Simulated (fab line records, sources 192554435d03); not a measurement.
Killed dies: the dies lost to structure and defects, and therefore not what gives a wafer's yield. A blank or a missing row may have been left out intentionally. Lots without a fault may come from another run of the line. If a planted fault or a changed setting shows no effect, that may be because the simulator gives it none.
Matching of chambers / flow n5_finfet / 3 sister chambers for N5_BEOL_M4_CO_CAP_55 on cvd_co-01
The step material Co, precursor CCTBA/H2, target thk 2 nm, time 102.1 s. 16 wafers are shown with their chamber, then 8 later ones without.

== WAFERS WITH THEIR CHAMBER ==
wafer=L076.2; chamber=0; heater_power_w (W)=216
wafer=L076.3; chamber=1; heater_power_w (W)=234
wafer=L076.6; chamber=2; heater_power_w (W)=232
wafer=L079.1; chamber=2; heater_power_w (W)=233
wafer=L079.5; chamber=0; heater_power_w (W)=204
wafer=L079.6; chamber=2; heater_power_w (W)=233
wafer=L080.1; chamber=0; heater_power_w (W)=220
wafer=L080.4; chamber=1; heater_power_w (W)=230
wafer=L080.6; chamber=2; heater_power_w (W)=233
wafer=L084.1; chamber=2; heater_power_w (W)=237
wafer=L084.2; chamber=1; heater_power_w (W)=234
wafer=L084.3; chamber=0; heater_power_w (W)=214
wafer=L085.2; chamber=0; heater_power_w (W)=215
wafer=L085.3; chamber=2; heater_power_w (W)=232
wafer=L085.4; chamber=2; heater_power_w (W)=232
wafer=L088.1; chamber=0; heater_power_w (W)=219

SIGNATURES (averages over the wafers above)
reading=heater_power_w; chamber 0=214.67; chamber 1=232.67; chamber 2=233.14; scatter within a chamber=3.85
Rule: a wafer lies at a distance from a chamber equal to the root of the sum of squares, over the readings, of (its reading less the chamber's mean, divided by the reading's scatter). The wafer belongs to the nearest chamber; if the next one is less than 2 further off, it can't be placed. The scatter: the root of (the sum of the squares of (reading less its chamber's mean) over the shown wafers, divided by (wafers less chambers)).

== WAFERS WITH NO CHAMBER GIVEN ==
wafer=L088.3; heater_power_w (W)=233
wafer=L088.4; heater_power_w (W)=238
wafer=L096.2; heater_power_w (W)=218
wafer=L096.4; heater_power_w (W)=213
wafer=L096.5; heater_power_w (W)=232
wafer=L097.1; heater_power_w (W)=233
wafer=L097.2; heater_power_w (W)=234
wafer=L097.5; heater_power_w (W)=234

== WHICH CHAMBER EACH ONE RAN IN ==
wafer=L088.3; from the rows above=can't be placed: 2 or 1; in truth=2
wafer=L088.4; from the rows above=can't be placed: 2 or 1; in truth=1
wafer=L096.2; from the rows above=0; in truth=0
wafer=L096.4; from the rows above=0; in truth=0
wafer=L096.5; from the rows above=can't be placed: 1 or 2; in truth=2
wafer=L097.1; from the rows above=can't be placed: 2 or 1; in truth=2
wafer=L097.2; from the rows above=can't be placed: 2 or 1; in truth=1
wafer=L097.5; from the rows above=can't be placed: 2 or 1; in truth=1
2 of 8 placed correctly. From these rows, 6 cannot be placed; in 6 the true chamber is one of the candidates. Placed wrongly: 0.
